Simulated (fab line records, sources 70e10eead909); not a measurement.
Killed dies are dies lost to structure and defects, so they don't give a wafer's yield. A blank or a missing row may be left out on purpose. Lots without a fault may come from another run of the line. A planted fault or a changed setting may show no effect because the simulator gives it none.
One fault seen from 2 desks | flow nand_harc | each desk has only its own numbers; what lay behind them comes last

THE METROLOGY DESK
What the gauges read, lot by lot, whatever tool the lot ran on: means of the sampled wafers that have a number. A lot is out of limits, marked OUT, if its mean lies more than 4 standard deviations from the usual mean; the brackets give that distance.
Columns: A = cd_nm at NHARC_THIN_TSV_CD_MEAS_16, usual 1000.0 nm; B = cd_nm at NHARC_THIN_TSV_CD_MEAS_33, usual 5001.4 nm
lot  | first seen here | A      | B
L505 | day 18 13:59    | 999.9  | 4999.1
L506 | day 19 04:44    | 999.7  | 5001.0
L508 | day 19 05:44    | 999.9  | 5004.3
L510 | day 19 08:40    | 997.1  | 5000.5
L512 | day 20 00:05    | 1002.5 | 4997.9
L511 | day 20 01:02    | 1000.0 | 5000.2
L517 | day 21 23:05    | 997.3  | 5000.3
L521 | day 22 15:35    | 1001.7 | 5001.1
L524 | day 23 05:27    | 1000.6 | 5002.4
L522 | day 23 06:40    | 999.8  | 5002.6
L526 | day 23 14:14    | 1000.2 | 5001.0
L528 | day 24 05:16    | 999.5  | 5002.5
L527 | day 24 17:16    | 997.5  | 4998.7
This desk's finding: nothing out of limits on any of the 13 lots.

THE TOOL OWNER'S DESK: rie_metal-03
The tool's own readings at NHARC_A_WL_FILL_ETCHBACK_04 (etches the open film in NF3, target depth 60 nm, time 120 s): means of the sampled wafers that have a number, for each lot that ran on this tool. A lot is out of limits, marked OUT, if its mean lies more than 4 standard deviations from the usual mean; the brackets give that distance.
Columns: A = drypump_motor_current_A at NHARC_A_WL_FILL_ETCHBACK_04, usual 5.76 A; B = he_backside_leak_sccm at NHARC_A_WL_FILL_ETCHBACK_04, usual 3.3 sccm; C = oes_product_au at NHARC_A_WL_FILL_ETCHBACK_04, usual 0.997 a.u.
lot  | first seen here | A    | B   | C
L510 | day 16 00:37    | 5.88 | 3.3 | 0.994
L517 | day 18 07:20    | 5.82 | 3.1 | 0.994
L527 | day 20 20:57    | 5.82 | 3.2 | 0.992
This desk's finding: nothing out of limits on any of the 3 lots.

PUT TOGETHER
The metrology desk saw nothing out of limits.
The tool owner's desk saw nothing out of limits.

WHAT THE SIMULATOR HAD PUT IN
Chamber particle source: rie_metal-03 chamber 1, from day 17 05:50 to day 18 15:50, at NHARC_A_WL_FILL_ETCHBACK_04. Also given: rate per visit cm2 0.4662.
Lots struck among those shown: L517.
